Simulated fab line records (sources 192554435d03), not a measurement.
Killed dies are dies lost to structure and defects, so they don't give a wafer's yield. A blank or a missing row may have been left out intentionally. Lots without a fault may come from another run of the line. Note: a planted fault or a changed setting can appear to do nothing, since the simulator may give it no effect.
fab line records	flow n5_finfet
record lots=7	wafers=21
route steps=1938 shown MOL_CONTACT_COAG@565 BEOL_M0_SAQP@676 BEOL_M0_CUTY@711 BEOL_M0@715
start_h: hours from the record's first day to the start of the lot's first wafer shown	wait_h: hours since the lot's step before	" same as the row above	L1.1+2: a row that stands for several wafers	- no value, or no start given	* or withheld: withheld	< > ~ a bound
route shown NAME@n: a module of which the file shows steps, and the number in the route of the first	usual: mean/standard deviation taken from wafers without a fault	same: alike in all rows	chamber/n: place in a boat	sites: each site's reading	_std_site: the standard deviation of these	_edge_site: outer sites' mean less inner sites'	radius_mm: how far each site lies from the wafer's centre	mask NAME#n: copy n	behind: tool/chamber where the wafer was last shaped	hold: why the lot went on hold/how many hours it stayed there/how the hold came to an end	device: which transistor (n, p or np) failed to switch	end of line: tests run on the same wafers once the route is complete	a step with no rows: only its recipe	killed: at the first sort, the dies lost to defects and structure; wafer yield is something else	map: a wafer's dies, x killed, . not, _ none there
set.NAME: setting as actually run; set.NAME@STEP: the setting as run at that earlier step	model.NAME: the simulator's own value behind a step, which no gauge read
one table per step and one row per wafer, for lots whose settings were changed on purpose
## steps
# step N5_MOL_CONTACT_COAG_COAT_76
# recipe resist=SiARC	temp_c=220	time_s=60	spin_rpm=1500	resist_thk_nm=10
lot.wafer	tool	chamber	start_h	wait_h	set.spin_rpm
L075.3+4+5	litho_track-05	0	-	-	1500
L076.2+3+6	litho_track-04	0	-	-	1500
L085.2+3+5	litho_track-03	0	-	-	1500
L086.3	litho_track-04	0	-	-	1366
L086.4+6	"	0	"	"	1500
L087.1+2+4	litho_track-04	0	-	-	1500
L090.2	litho_track-05	0	-	-	1561
L090.4+5	"	0	"	"	1500
L096.1	litho_track-03	0	-	-	1500
L096.2+3	"	0	"	"	1567
# step N5_MOL_CONTACT_COAG_COAT_77
# recipe resist=underlayer	temp_c=205	time_s=60	spin_rpm=1500	resist_thk_nm=10
# step N5_MOL_CONTACT_COAG_COAT_78
# recipe resist=CAR-EUV	spin_rpm=1500	resist_thk_nm=40
# step N5_MOL_CONTACT_COAG_DESCUM_88
# recipe chemistry=O2	time_s=7	source_power_w=50	bias_power_w=20	pressure_mtorr=20	rf_frequency_hz=2.712e+07	temp_c=40	resist=CAR-EUV	o2_flow_sccm=225
# step N5_MOL_CONTACT_COAG_ETCH_89
# recipe chemistry=N2/H2	target=underlayer	target_depth_a=130	mask_material=CAR-EUV	time_s=10.4	ion_energy_ev=200	pressure_mtorr=30	source_w=840	bias_w=150	n2_flow_sccm=200	h2_flow_sccm=200	ends=cleared
# step N5_MOL_CONTACT_COAG_ETCH_90
# recipe chemistry=CF4	target=SiARC	target_depth_a=130	mask_material=CAR-EUV	time_s=21.7	ion_energy_ev=80	pressure_mtorr=40	source_w=545	bias_w=36	Ar_flow_sccm=100	cf4_flow_sccm=100	ends=cleared
lot.wafer	tool	chamber	start_h	wait_h	set.spin_rpm@MOL_CONTACT_COAG_COAT_76	model.etch.depth_nm
L075.3+4	rie_diel-01	2	105.25	0.0	1500	9.997
L075.5	"	0	"	"	1500	10.02
L076.2	rie_diel-02	0	113.04	0.0	1500	9.984
L076.3	"	3	"	"	1500	9.968
L076.6	"	1	"	"	1500	9.978
L085.2	rie_diel-04	1	165.37	0.0	1500	9.97
L085.3	"	0	"	"	1500	10.02
L085.5	"	0	"	"	1500	10
L086.3	rie_diel-02	1	173.05	0.0	1366	10.49
L086.4	"	2	"	"	1500	9.988
L086.6	"	2	"	"	1500	10.03
L087.1	rie_diel-02	0	180.44	0.0	1500	10.02
L087.2	"	3	"	"	1500	10.04
L087.4	"	2	"	"	1500	10.03
L090.2	rie_diel-04	3	193.83	0.0	1561	9.785
L090.4	"	0	"	"	1500	9.966
L090.5	"	0	"	"	1500	9.936
L096.1	rie_diel-01	1	231.95	0.0	1500	10.03
L096.2	"	3	"	"	1567	9.81
L096.3	"	0	"	"	1567	9.782
# step N5_MOL_CONTACT_COAG_ALD_131
# recipe material=SiO2	target_thk_a=50	temp_c=100	ald_precursor_family=BDEAS	ald_co_reactant=O2-plasma	pulse_time_s=1	co_reactant_pulse_time_s=1	purge_time_s=2	co_reactant_purge_time_s=2	ald_cycles=35	pressure_torr=2
# step N5_MOL_CONTACT_COAG_ETCHBACK_132
# recipe chemistry=CHF3	target=SiO2	target_depth_a=100	time_s=6.7	ion_energy_ev=200	pressure_mtorr=30	source_w=610	bias_w=170	Ar_flow_sccm=200	CHF3_flow_sccm=50
# step N5_MOL_CONTACT_COAG_ETCH_91
# recipe chemistry=N2/H2	target=SOC	target_depth_a=600	overetch_a=210	mask_material=SiARC	temp_c=40	time_s=101.2	ion_energy_ev=200	pressure_mtorr=30	source_w=840	bias_w=150	n2_flow_sccm=200	h2_flow_sccm=200
lot.wafer	tool	chamber	start_h	wait_h	set.spin_rpm@MOL_CONTACT_COAG_COAT_75	set.spin_rpm@MOL_CONTACT_COAG_COAT_76	model.etch.depth_nm	model.SiARC_of_MOL_CONTACT_COAG_COAT_76.thk_nm
L075.3	rie_diel-01	0	105.71	0.0	1500	1500	60.27	5.8
L075.4	"	0	"	"	1345	1500	63.44	5.8
L075.5	"	3	"	"	1345	1500	63.45	5.8
L076.2	rie_diel-01	3	113.67	0.0	1500	1500	60.01	5.8
L076.3+6	"	0,3	"	"	1500	1500	60.05	5.8
L085.2	rie_diel-04	1	165.67	0.0	1379	1500	62.35	5.8
L085.3	"	3	"	"	1500	1500	60.28	5.8
L085.5	"	1	"	"	1379	1500	62.77	6
L086.3	rie_diel-02	2	173.83	0.0	1500	1366	60.19	6.4
L086.4	"	0	"	"	1346	1500	63.5	5.8
L086.6	"	1	"	"	1346	1500	63.63	6
L087.1	rie_diel-04	3	180.75	0.0	1340	1500	63.79	5.8
L087.2	"	0	"	"	1500	1500	60.17	5.8
L087.4	"	1	"	"	1500	1500	60.01	6
L090.2	rie_diel-01	0	194.15	0.0	1630	1561	57.5	5.6
L090.4	"	2	"	"	1500	1500	59.97	5.8
L090.5	"	3	"	"	1500	1500	60.2	5.8
L096.1	rie_diel-04	3	232.25	0.0	1500	1500	59.94	5.8
L096.2	"	1	"	"	1500	1567	59.81	5.6
L096.3	"	2	"	"	1500	1567	59.86	5.6
# step N5_MOL_CONTACT_COAG_STRIP_92
# recipe chemistry=N2/H2	temp_c=40	n2_flow_sccm=200	h2_flow_sccm=200	rf_frequency_hz=6e+07
# step N5_MOL_CONTACT_COAG_STRIP_93
# recipe chemistry=N2/H2	temp_c=40	n2_flow_sccm=200	h2_flow_sccm=200	rf_frequency_hz=6e+07
# step N5_MOL_CONTACT_COAG_ETCHBACK_135
# recipe chemistry=CHF3	target=SiO2	target_depth_a=250	time_s=16.7	ion_energy_ev=200	pressure_mtorr=30	source_w=610	bias_w=170	Ar_flow_sccm=200	CHF3_flow_sccm=50
lot.wafer	tool	chamber	start_h	wait_h	set.spin_rpm@MOL_CONTACT_COAG_COAT_75	model.SOC_of_MOL_CONTACT_COAG_COAT_75.thk_nm
L075.3	rie_diel-01	0	105.80	0.0	1500	57.6
L075.4+5	"	0,3	"	"	1345	60.8
L076.2+3+6	rie_diel-01	3,0,3	113.76	0.0	1500	57.4
L085.2	rie_diel-04	1	165.76	0.0	1379	59.8
L085.3	"	3	"	"	1500	57.6
L085.5	"	1	"	"	1379	60.2
L086.3	rie_diel-02	2	173.92	0.0	1500	57.4
L086.4+6	"	0,1	"	"	1346	61
L087.1	rie_diel-04	3	180.84	0.0	1340	61.2
L087.2+4	"	0,1	"	"	1500	57.4
L090.2	rie_diel-01	0	194.24	0.0	1630	54.8
L090.4	"	2	"	"	1500	57.4
L090.5	"	3	"	"	1500	57.6
L096.1	rie_diel-04	3	232.34	0.0	1500	57.4
L096.2+3	"	1,2	"	"	1500	57.2
# step N5_BEOL_M0_SAQP_SPACER2_ALD_26
# recipe material=SiO2	target_thk_a=150	temp_c=300	ald_precursor_family=BDEAS	ald_co_reactant=O2-plasma	pulse_time_s=1	purge_time_s=2	co_reactant_purge_time_s=2	pressure_torr=2
lot.wafer	tool	chamber	start_h	wait_h	set.target_thk_a	model.SiO2_of_BEOL_M0_SAQP_SPACER2_ALD_26.thk_nm
L075.3+5	ald_sin-02	1,2	116.25	0.6	139.1	13.8
L075.4	"	3	"	"	150	15
L076.2+3+6	ald_sin-02	2,3,1	125.63	0.1	150	15
L085.2+5	ald_sin-01	2,0	179.00	0.7	143.6	14.4
L085.3	"	0	"	"	150	15
L086.3	ald_sin-01	3	186.87	0.1	150	15
L086.4	"	1	"	"	135.4	13.4
L086.6	"	1	"	"	135.4	13.6
L087.1+2+4	ald_sin-02	3,1,2	193.19	0.1	161.4	16.2
L090.2+4+5	ald_sin-04	0,1,1	205.18	0.1	160.4	16
L096.1+2+3	ald_sin-02	0,2,3	244.29	0.1	150	15
# step N5_BEOL_M0_SAQP_SPACER2_ETCHBACK_27
# recipe chemistry=CHF3/O2	mode=anisotropic_etchback	target=SiO2	target_depth_a=225	time_s=11.25	pressure_mtorr=30	source_w=650	bias_w=170	Ar_flow_sccm=200	CHF3_flow_sccm=50	O2_flow_sccm=5	ion_energy_ev=200
# step N5_BEOL_M0_SAQP_MANDREL2_REMOVE_110
# recipe chemistry=HBr/Cl2/O2	bt_time_s=10	target=a-Si	stop_on=SiCN	endpoint=OES-SiCl	over_etch_frac=1	icp_w=600	bias_w=30	HBr_flow_sccm=150	Cl2_flow_sccm=80	O2_flow_sccm=5	pressure_mtorr=10
lot.wafer	tool	chamber	start_h	wait_h	set.target_thk_a@BEOL_M0_SAQP_SPACER2_ALD_26	model.BEOL_M0_SAQP.cd_nm
L075.3+5	rie_si-01	0,3	116.89	0.1	139.1	14
L075.4	"	1	"	"	150	15
L076.2+3+6	rie_si-02	0,1,0	126.27	0.1	150	15
L085.2+5	rie_si-01	1,0	179.73	0.1	143.6	14.4
L085.3	"	3	"	"	150	15.2
L086.3	rie_si-03	0	187.50	0.1	150	15
L086.4+6	"	1	"	"	135.4	13.6
L087.1+2	rie_si-02	1,2	193.82	0.1	161.4	16.2
L087.4	"	3	"	"	161.4	16
L090.2+5	rie_si-02	1,0	205.81	0.1	160.4	16.2
L090.4	"	3	"	"	160.4	16
L096.1+2+3	rie_si-01	2,0,1	244.94	0.1	150	15
# step N5_BEOL_M0_SAQP_CD_MEAS_29
# recipe target_cd_nm=14.4	landing_energy_ev=1000	detector=se_inlens
# usual cd_nm=15.02/0.22
lot.wafer	tool	chamber	start_h	wait_h	set.target_thk_a@BEOL_M0_SAQP_SPACER2_ALD_26	cd_nm
L075.3	cd_sem-02	0	117.00	0.1	139.1	14.12
L075.4	"	0	"	"	150	14.96
L075.5	"	0	"	"	139.1	13.88
L076.2	cd_sem-01	0	126.38	0.1	150	15.02
L076.3	"	0	"	"	150	15.20
L076.6	"	0	"	"	150	14.94
L085.2	cd_sem-01	0	179.84	0.1	143.6	14.43
L085.3	"	0	"	"	150	15.02
L085.5	"	0	"	"	143.6	14.18
L086.3	cd_sem-01	0	187.62	0.1	150	15.25
L086.4	"	0	"	"	135.4	13.61
L086.6	"	0	"	"	135.4	13.96
L087.1	cd_sem-01	0	193.93	0.1	161.4	16.16
L087.2	"	0	"	"	161.4	16.18
L087.4	"	0	"	"	161.4	15.75
L090.2	cd_sem-01	0	205.92	0.1	160.4	16.39
L090.4	"	0	"	"	160.4	16.10
L090.5	"	0	"	"	160.4	16.49
L096.1	cd_sem-02	0	245.05	0.1	150	15.07
L096.2	"	0	"	"	150	14.95
L096.3	"	0	"	"	150	15.26
# step N5_BEOL_M0_CUTY_DESCUM_61
# recipe chemistry=O2	time_s=7.9	source_power_w=50	bias_power_w=20	pressure_mtorr=20	rf_frequency_hz=2.712e+07	temp_c=40	resist=CAR-ArF-block	o2_flow_sccm=225
lot.wafer	tool	chamber	start_h	wait_h	set.time_s
L075.3+4+5	rie_diel-01	0,2,0	119.61	0.7	7.9
L076.2+3+6	rie_diel-02	2,3,3	128.26	0.1	7.9
L085.2+3	rie_diel-04	2,3	182.13	0.2	7.9
L085.5	"	2	"	"	6.975
L086.3+4+6	rie_diel-01	1,3,2	189.82	0.1	7.9
L087.1+2	rie_diel-04	0,1	195.76	0.0	7.9
L087.4	"	3	"	"	8.358
L090.2+5	rie_diel-02	3,0	207.77	0.0	6.873
L090.4	"	0	"	"	7.9
L096.1+2	rie_diel-02	1,3	247.06	0.0	7.163
L096.3	"	0	"	"	7.9
# step N5_BEOL_M0_CUTY_ETCH_62
# recipe chemistry=CF4	target=SiARC	mask_material=CAR-ArF-block	time_s=58.5	ion_energy_ev=80	pressure_mtorr=40	source_w=545	bias_w=36	Ar_flow_sccm=100	cf4_flow_sccm=100	ends=cleared
# step N5_BEOL_M0_CUTY_ETCH_63
# recipe chemistry=N2/H2	target=SOC	target_depth_a=827	overetch_a=165	mask_material=SiARC	temp_c=40	ion_energy_ev=200	time_s=124	pressure_mtorr=30	source_w=840	bias_w=150	n2_flow_sccm=200	h2_flow_sccm=200
lot.wafer	tool	chamber	start_h	wait_h	set.target_thk_a@BEOL_M0_SAQP_SPACER2_ALD_26	model.SiO2_of_BEOL_M0_SAQP_SPACER2_ALD_26.thk_nm
L075.3+5	rie_diel-01	0	119.69	0.0	139.1	6
L075.4	"	2	"	"	150	7.2
L076.2+3+6	rie_diel-02	2,3,3	128.34	0.0	150	7.2
L085.2+5	rie_diel-04	2	182.21	0.0	143.6	6.6
L085.3	"	3	"	"	150	7.2
L086.3	rie_diel-01	1	189.90	0.0	150	7
L086.4	"	3	"	"	135.4	5.6
L086.6	"	2	"	"	135.4	5.8
L087.1+4	rie_diel-04	0,3	195.84	0.0	161.4	8.2
L087.2	"	1	"	"	161.4	8.4
L090.2+4+5	rie_diel-02	3,0,0	207.85	0.0	160.4	8.2
L096.1+3	rie_diel-02	1,0	247.14	0.0	150	7.2
L096.2	"	3	"	"	150	7
# step N5_BEOL_M0_CUTY_STRIP_64
# recipe chemistry=N2/H2	temp_c=40	n2_flow_sccm=200	h2_flow_sccm=200	rf_frequency_hz=6e+07
# step N5_BEOL_M0_ETCH_138
# recipe chemistry=CH3F/O2	target_depth_a=120	target=SiCN	time_s=31.6	ion_energy_ev=120	pressure_mtorr=30	source_w=395	bias_w=75	Ar_flow_sccm=150	CH3F_flow_sccm=30	O2_flow_sccm=20	ends=cleared
lot.wafer	tool	chamber	start_h	wait_h	set.target_thk_a@BEOL_M0_SAQP_SPACER2_ALD_26	model.SiO2_of_BEOL_M0_SAQP_SPACER2_ALD_26.thk_nm
L075.3	rie_diel-01	0	119.81	0.0	139.1	4
L075.4	"	2	"	"	150	5.2
L075.5	"	0	"	"	139.1	3.8
L076.2+3	rie_diel-02	2,3	128.46	0.0	150	5.2
L076.6	"	3	"	"	150	5
L085.2+5	rie_diel-04	2	182.33	0.0	143.6	4.6
L085.3	"	3	"	"	150	5.2
L086.3	rie_diel-01	1	190.03	0.0	150	5
L086.4	"	3	"	"	135.4	3.6
L086.6	"	2	"	"	135.4	3.8
L087.1+2	rie_diel-04	0,1	195.96	0.0	161.4	6.4
L087.4	"	3	"	"	161.4	6.2
L090.2+4	rie_diel-02	3,0	207.97	0.0	160.4	6.2
L090.5	"	0	"	"	160.4	6.4
L096.1+3	rie_diel-02	1,0	247.26	0.0	150	5.2
L096.2	"	3	"	"	150	5
# step N5_BEOL_M0_HM_OPEN_105
# recipe chemistry=Cl2/BCl3	target_depth_a=120	target=TiN	ion_energy_ev=150	pressure_mtorr=10	icp_w=1000	bias_w=126	Cl2_flow_sccm=53.25	bcl3_flow_sccm=21.75	Ar_flow_sccm=25
lot.wafer	tool	chamber	start_h	wait_h	set.target_thk_a@BEOL_M0_SAQP_SPACER2_ALD_26	model.SiO2_of_BEOL_M0_SAQP_SPACER2_ALD_26.thk_nm
L075.3+5	rie_metal-01	0	121.88	2.0	139.1	1.8
L075.4	"	1	"	"	150	2.8
L076.2	rie_metal-01	1	130.50	2.0	150	2.8
L076.3+6	"	0,1	"	"	150	2.6
L085.2+5	rie_metal-02	1	184.57	2.2	143.6	2.2
L085.3	"	1	"	"	150	2.8
L086.3	rie_metal-03	0	191.51	1.4	150	2.6
L086.4	"	1	"	"	135.4	1.6
L086.6	"	0	"	"	135.4	1.8
L087.1+2	rie_metal-03	1,0	196.54	0.5	161.4	4
L087.4	"	1	"	"	161.4	3.8
L090.2+4	rie_metal-02	1	209.23	1.2	160.4	3.8
L090.5	"	1	"	"	160.4	4
L096.1+3	rie_metal-01	0,1	249.78	2.5	150	2.8
L096.2	"	1	"	"	150	2.6
# step N5_BEOL_M0_TRENCH_ETCH_107
# recipe chemistry=C4F6/O2	target_depth_a=328	target=SiOC	time_s=16.4	ion_energy_ev=250	pressure_mtorr=30	source_w=355	bias_w=185	Ar_flow_sccm=300	C4F6_flow_sccm=10	O2_flow_sccm=10
lot.wafer	tool	chamber	start_h	wait_h	set.target_depth_a	model.BEOL_M0.feature_depth_nm
L075.3	rie_diel-01	2	124.04	0.0	328	33.2
L075.4	"	0	"	"	308.9	31.4
L075.5	"	2	"	"	328	33
L076.2	rie_diel-04	3	130.87	0.0	328	32.6
L076.3	"	2	"	"	328	33
L076.6	"	0	"	"	328	33.4
L085.2	rie_diel-04	3	185.13	0.0	328	32.4
L085.3	"	2	"	"	328	33
L085.5	"	1	"	"	364.8	35.8
L086.3	rie_diel-01	3	192.19	0.0	328	32.8
L086.4	"	1	"	"	303.5	30.6
L086.6	"	0	"	"	303.5	30.2
L087.1	rie_diel-02	1	196.99	0.0	328	32.8
L087.2	"	3	"	"	363.5	36.6
L087.4	"	2	"	"	363.5	36.8
L090.2	rie_diel-02	3	210.07	0.0	328	32.4
L090.4	"	0	"	"	328	32
L090.5	"	3	"	"	301	29.8
L096.1	rie_diel-04	0	250.14	0.0	316.3	32
L096.2	"	1	"	"	328	32.4
L096.3	"	3	"	"	328	32.6
# step N5_BEOL_M0_STRIP_142
# recipe chemistry=N2/H2	time_s=10	power_w=450	temp_c=40	pressure_mtorr=20	rf_frequency_hz=6e+07	bias_power_w=7	n2_flow_sccm=200	h2_flow_sccm=200
# step N5_BEOL_M0_OCD_MEAS_108
# usual trench_depth_nm=32.8/0.53
lot.wafer	tool	chamber	start_h	wait_h	set.target_depth_a@BEOL_M0_TRENCH_ETCH_107	trench_depth_nm
L075.3	ocd-02	-	124.17	0.1	328	32.7
L075.4	"	-	"	"	308.9	31.2
L075.5	"	-	"	"	328	32.9
L076.2	ocd-01	-	130.97	0.1	328	32.9
L076.3	"	-	"	"	328	33.4
L076.6	"	-	"	"	328	33.4
L085.2	ocd-01	-	185.23	0.1	328	32.0
L085.3	"	-	"	"	328	33.3
L085.5	"	-	"	"	364.8	35.9
L086.3	ocd-02	-	192.29	0.1	328	32.7
L086.4	"	-	"	"	303.5	31.3
L086.6	"	-	"	"	303.5	30.8
L087.1	ocd-02	-	197.10	0.1	328	32.9
L087.2	"	-	"	"	363.5	36.3
L087.4	"	-	"	"	363.5	36.7
L090.2	ocd-02	-	210.17	0.1	328	32.8
L090.4	"	-	"	"	328	31.7
L090.5	"	-	"	"	301	29.9
L096.1	ocd-02	-	250.24	0.1	316.3	32.2
L096.2	"	-	"	"	328	32.7
L096.3	"	-	"	"	328	33.0
## key
split step=N5_MOL_CONTACT_COAG_COAT_76	setting=spin_rpm	stated=1500	by=wafer
response step=N5_MOL_CONTACT_COAG_ETCH_90	reading=model.etch.depth_nm	change=-0.0518	per=1%	r=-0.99
response step=N5_MOL_CONTACT_COAG_ETCH_91	reading=model.SiARC_of_MOL_CONTACT_COAG_COAT_76.thk_nm	change=-0.0531	per=1%	r=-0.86
split step=N5_BEOL_M0_SAQP_SPACER2_ALD_26	setting=target_thk_a	stated=150	by=wafer
response step=N5_BEOL_M0_SAQP_SPACER2_ALD_26	reading=model.SiO2_of_BEOL_M0_SAQP_SPACER2_ALD_26.thk_nm	change=+0.156	per=1%	r=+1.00
response step=N5_BEOL_M0_SAQP_MANDREL2_REMOVE_110	reading=model.BEOL_M0_SAQP.cd_nm	change=+0.147	per=1%	r=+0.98
response step=N5_BEOL_M0_SAQP_CD_MEAS_29	reading=cd_nm	change=+0.146	per=1%	r=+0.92
response step=N5_BEOL_M0_CUTY_ETCH_63	reading=model.SiO2_of_BEOL_M0_SAQP_SPACER2_ALD_26.thk_nm	change=+0.144	per=1%	r=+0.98
response step=N5_BEOL_M0_ETCH_138	reading=model.SiO2_of_BEOL_M0_SAQP_SPACER2_ALD_26.thk_nm	change=+0.149	per=1%	r=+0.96
response step=N5_BEOL_M0_HM_OPEN_105	reading=model.SiO2_of_BEOL_M0_SAQP_SPACER2_ALD_26.thk_nm	change=+0.112	per=1%	r=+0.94
split step=N5_BEOL_M0_CUTY_DESCUM_61	setting=time_s	stated=7.9	by=wafer
response none clear
split step=N5_BEOL_M0_TRENCH_ETCH_107	setting=target_depth_a	stated=328	by=wafer
response step=N5_BEOL_M0_TRENCH_ETCH_107	reading=model.BEOL_M0.feature_depth_nm	change=+0.306	per=1%	r=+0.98
response step=N5_BEOL_M0_OCD_MEAS_108	reading=trench_depth_nm	change=+0.288	per=1%	r=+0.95
split outside_this_file step=N5_MOL_CONTACT_COAG_COAT_75 setting=spin_rpm
# split outside_this_file: this setting was split too, and the file shows its column; the key of that split is in another file
